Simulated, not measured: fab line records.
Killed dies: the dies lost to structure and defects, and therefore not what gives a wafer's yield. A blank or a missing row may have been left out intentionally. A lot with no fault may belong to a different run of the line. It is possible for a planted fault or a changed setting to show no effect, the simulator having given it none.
Split-lot experiment + flow n5_finfet + 7 lots, 39 wafers read, on a route of 1938 steps

== THE SPLIT ==
At N5_GATE_CUT_ETCH_56 (etches TiN in Cl2/Ar, target depth 21.6 nm), the setting icp_w was moved away from the recipe's 600 W on 12 of the 39 wafers read, by -8.2% to +13.7%. The other wafers ran this setting at the recipe's value.

The reading is taken at the split's own step.

== THE READING ==
etch.depth_nm (the simulator's own value, which no gauge read), in nm, at N5_GATE_CUT_ETCH_56 (etches TiN in Cl2/Ar, target depth 21.6 nm). There is no usual value for it anywhere in the file. Average 21.00 nm, standard deviation 0.47 nm, over the 27 wafers here run with the recipe.

| wafer  | tool, chamber at the split | icp_w as run, W | against the recipe | etch.depth_nm, nm | against lot-mates on the recipe |
|--------|----------------------------|-----------------|--------------------|-------------------|---------------------------------|
| L074.1 | rie_metal-03, 0            | 638.2           | +6.4%              | 22.24             | +0.70                           |
| L074.2 | rie_metal-03, 1            | 638.2           | +6.4%              | 23                | +1.46                           |
| L074.3 | rie_metal-03, 1            | 600             | recipe             | 21.78             | -                               |
| L074.4 | rie_metal-03, 0            | 600             | recipe             | 20.91             | -                               |
| L074.5 | rie_metal-03, 1            | 600             | recipe             | 21.94             | -                               |
| L074.6 | rie_metal-03, 0            | 638.2           | +6.4%              | 22.22             | +0.68                           |
| L081.1 | rie_metal-02, 1            | 600             | recipe             | 20.79             | -                               |
| L081.2 | rie_metal-02, 0            | 682.3           | +13.7%             | 23.82             | +2.90                           |
| L081.3 | rie_metal-02, 0            | 682.3           | +13.7%             | 23.86             | +2.94                           |
| L081.4 | rie_metal-02, 1            | 682.3           | +13.7%             | 23.21             | +2.29                           |
| L081.5 | rie_metal-02, 1            | 600             | recipe             | 20.77             | -                               |
| L081.6 | rie_metal-02, 0            | 600             | recipe             | 21.2              | -                               |
| L085.1 | rie_metal-02, 1            | 600             | recipe             | 20.33             | -                               |
| L085.2 | rie_metal-02, 0            | 550.9           | -8.2%              | 19.38             | -1.36                           |
| L085.3 | rie_metal-02, 0            | 600             | recipe             | 21.01             | -                               |
| L085.4 | rie_metal-02, 1            | 550.9           | -8.2%              | 18.79             | -1.95                           |
| L085.5 | rie_metal-02, 0            | 600             | recipe             | 20.87             | -                               |
| L085.6 | rie_metal-02, 1            | 550.9           | -8.2%              | 18.86             | -1.88                           |
| L089.1 | rie_metal-02, 1            | 600             | recipe             | 20.77             | -                               |
| L089.2 | rie_metal-02, 0            | 600             | recipe             | 21.16             | -                               |
| L089.3 | rie_metal-02, 1            | 600             | recipe             | 20.67             | -                               |
| L089.4 | rie_metal-02, 0            | 600             | recipe             | 21.05             | -                               |
| L089.5 | rie_metal-02, 0            | 600             | recipe             | 21.15             | -                               |
| L089.6 | rie_metal-02, 1            | 600             | recipe             | 20.4              | -                               |
| L090.2 | rie_metal-03, 0            | 600             | recipe             | 21.24             | -                               |
| L090.3 | rie_metal-03, 0            | 600             | recipe             | 21.43             | -                               |
| L090.4 | rie_metal-03, 1            | 600             | recipe             | 22.02             | -                               |
| L094.1 | rie_metal-02, 0            | 600             | recipe             | 20.69             | -                               |
| L094.2 | rie_metal-02, 1            | 600             | recipe             | 20.53             | -                               |
| L094.3 | rie_metal-02, 1            | 600             | recipe             | 20.46             | -                               |
| L094.4 | rie_metal-02, 0            | 600             | recipe             | 20.7              | -                               |
| L094.5 | rie_metal-02, 0            | 600             | recipe             | 20.52             | -                               |
| L094.6 | rie_metal-02, 1            | 600             | recipe             | 20.45             | -                               |
| L095.1 | rie_metal-03, 1            | 652.6           | +8.8%              | 23.64             | +2.24                           |
| L095.2 | rie_metal-03, 0            | 600             | recipe             | 21.32             | -                               |
| L095.3 | rie_metal-03, 0            | 600             | recipe             | 21.07             | -                               |
| L095.4 | rie_metal-03, 1            | 652.6           | +8.8%              | 23.19             | +1.79                           |
| L095.5 | rie_metal-03, 1            | 600             | recipe             | 21.8              | -                               |
| L095.6 | rie_metal-03, 0            | 652.6           | +8.8%              | 22.74             | +1.34                           |

FIT RESULTS
A straight line over all 39 wafers: etch.depth_nm changes by +0.218 nm for each +1% of icp_w; r = +0.93; the points scatter about the line by 0.46 nm.
The same after taking each lot's own level away (the mean of its wafers on the recipe; 39 wafers): +0.198 nm for each +1%; r = +0.96; scatter 0.32 nm.
Per that fit: largest icp_w move, reading shift of 2.7 nm.
From 20.558 to 21.563 nm: that is the span of the lots' own levels, equal to 2.1 times the standard deviation above.
So the lot-to-lot level changes the slope: the two fits differ.
Check: with one of the wafers moved furthest among these (+13.7%) left out of the fit, the line predicts +2.64 nm for it against its lot-mates. Against them it came out at +2.9 nm.

== FURTHER SPLITS ON THESE WAFERS ==
These wafers also went through other splits before the reading. Each is held against what the fit with the lots' levels taken away leaves over:
| other split on the same wafers       | wafers away from the commonest value | r with etch.depth_nm (lot level and that fit taken away) |
|--------------------------------------|--------------------------------------|----------------------------------------------------------|
| N5_DUMMY_GATE_EXPOSE_12 dose_mj      | 12                                   | -0.07                                                    |
| N5_DUMMY_GATE_ETCH_32 time_s         | 15                                   | -0.11                                                    |
| N5_SD_EPI_N_ETCH_35 time_s           | 9                                    | -0.06                                                    |
| N5_SD_EPI_N_LINER_46 target_thk_a    | 12                                   | +0.01                                                    |
| N5_SD_EPI_P_EPI_21 epi_growth_time_s | 12                                   | -0.27                                                    |

== THE FILE'S OWN FIT ==
etch.depth_nm changes by +0.196 nm for each +1% of icp_w, r = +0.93.
